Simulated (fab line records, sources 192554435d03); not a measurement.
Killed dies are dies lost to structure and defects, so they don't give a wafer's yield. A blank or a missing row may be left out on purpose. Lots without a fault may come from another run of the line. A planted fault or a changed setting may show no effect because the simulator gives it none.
Split-lot experiment | flow n5_finfet | 7 lots, 39 wafers read, on a route of 1938 steps

THE SPLIT
At N5_PMOS_HMC_CHANNEL_EPI_EPI_20 (deposits SiGe30, target thk 59 nm), the setting temp_c was moved away from the recipe's 600 C on 9 of the 39 wafers read, by -1.0% to +0.7%. The other wafers ran this setting at the recipe's value.

The reading is taken at the split's own step.

THE READING
SiGe30_of_PMOS_HMC_CHANNEL_EPI_EPI_20.thk_nm (the simulator's own value, which no gauge read), in nm, at N5_PMOS_HMC_CHANNEL_EPI_EPI_20 (deposits SiGe30, target thk 59 nm). The file gives no usual value for it. The 30 wafers here that ran the recipe average 59.02 nm, standard deviation 0.52 nm.

wafer  | tool, chamber at the split | temp_c as run, C | against the recipe | SiGe30_of_PMOS_HMC_CHANNEL_EPI_EPI_20.thk_nm, nm | against lot-mates on the recipe
L078.1 | epi_rpcvd-03, 0            | 604.3            | +0.7%              | 63.18                                            | +4.67
L078.2 | epi_rpcvd-03, 0            | 604.3            | +0.7%              | 63.48                                            | +4.97
L078.3 | epi_rpcvd-03, 0            | 600              | recipe             | 58.42                                            | -
L078.4 | epi_rpcvd-03, 0            | 604.3            | +0.7%              | 63.32                                            | +4.81
L078.5 | epi_rpcvd-03, 0            | 600              | recipe             | 58.86                                            | -
L078.6 | epi_rpcvd-03, 0            | 600              | recipe             | 58.24                                            | -
L080.1 | epi_rpcvd-03, 0            | 594.2            | -1.0%              | 52.96                                            | -5.80
L080.2 | epi_rpcvd-03, 0            | 594.2            | -1.0%              | 53.55                                            | -5.21
L080.3 | epi_rpcvd-03, 0            | 600              | recipe             | 58.21                                            | -
L080.4 | epi_rpcvd-03, 0            | 600              | recipe             | 59.23                                            | -
L080.5 | epi_rpcvd-03, 0            | 600              | recipe             | 58.85                                            | -
L080.6 | epi_rpcvd-03, 0            | 594.2            | -1.0%              | 53.25                                            | -5.51
L084.1 | epi_rpcvd-03, 0            | 600              | recipe             | 59.45                                            | -
L084.2 | epi_rpcvd-03, 0            | 600              | recipe             | 59.39                                            | -
L084.3 | epi_rpcvd-03, 0            | 600              | recipe             | 59.03                                            | -
L084.4 | epi_rpcvd-03, 0            | 600              | recipe             | 58.87                                            | -
L084.5 | epi_rpcvd-03, 0            | 600              | recipe             | 59.02                                            | -
L084.6 | epi_rpcvd-03, 0            | 600              | recipe             | 59.09                                            | -
L088.4 | epi_rpcvd-04, 0            | 600              | recipe             | 58.89                                            | -
L088.5 | epi_rpcvd-04, 0            | 600              | recipe             | 59.89                                            | -
L088.6 | epi_rpcvd-04, 0            | 600              | recipe             | 59.61                                            | -
L090.1 | epi_rpcvd-02, 0            | 600              | recipe             | 59.42                                            | -
L090.2 | epi_rpcvd-02, 0            | 600              | recipe             | 59.33                                            | -
L090.3 | epi_rpcvd-02, 0            | 600              | recipe             | 59.05                                            | -
L090.4 | epi_rpcvd-02, 0            | 600              | recipe             | 59.75                                            | -
L090.5 | epi_rpcvd-02, 0            | 600              | recipe             | 58.62                                            | -
L090.6 | epi_rpcvd-02, 0            | 600              | recipe             | 59.52                                            | -
L092.1 | epi_rpcvd-02, 0            | 600              | recipe             | 59.19                                            | -
L092.2 | epi_rpcvd-02, 0            | 600              | recipe             | 59.42                                            | -
L092.3 | epi_rpcvd-02, 0            | 600              | recipe             | 59.08                                            | -
L092.4 | epi_rpcvd-02, 0            | 600              | recipe             | 59.51                                            | -
L092.5 | epi_rpcvd-02, 0            | 600              | recipe             | 59.22                                            | -
L092.6 | epi_rpcvd-02, 0            | 600              | recipe             | 59.38                                            | -
L097.1 | epi_rpcvd-02, 0            | 594.5            | -0.9%              | 52.51                                            | -5.53
L097.2 | epi_rpcvd-02, 0            | 594.5            | -0.9%              | 52.37                                            | -5.67
L097.3 | epi_rpcvd-02, 0            | 600              | recipe             | 57.79                                            | -
L097.4 | epi_rpcvd-02, 0            | 600              | recipe             | 57.8                                             | -
L097.5 | epi_rpcvd-02, 0            | 594.5            | -0.9%              | 52.22                                            | -5.82
L097.6 | epi_rpcvd-02, 0            | 600              | recipe             | 58.53                                            | -

THE FIT
A straight line over all 39 wafers: SiGe30_of_PMOS_HMC_CHANNEL_EPI_EPI_20.thk_nm changes by +6.43 nm for each +1% of temp_c; r = +0.98; the points scatter about the line by 0.55 nm.
The same after taking each lot's own level away (the mean of its wafers on the recipe; 39 wafers): +6.14 nm for each +1%; r = +0.99; scatter 0.33 nm.
On that fit, the largest move of temp_c shifts the reading by 5.9 nm.
The lots' own levels span 58.040 to 59.463 nm, that is 2.7 times the standard deviation above.
So the lot-to-lot level changes the slope little: the two slopes agree.
Check: with one of the wafers moved furthest among these (-1.0%) left out of the fit, the line predicts -5.89 nm for it against its lot-mates. It came out at -5.8 nm against them.

THE FILE'S OWN FIT
SiGe30_of_PMOS_HMC_CHANNEL_EPI_EPI_20.thk_nm changes by +6.11 nm for each +1% of temp_c, r = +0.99.
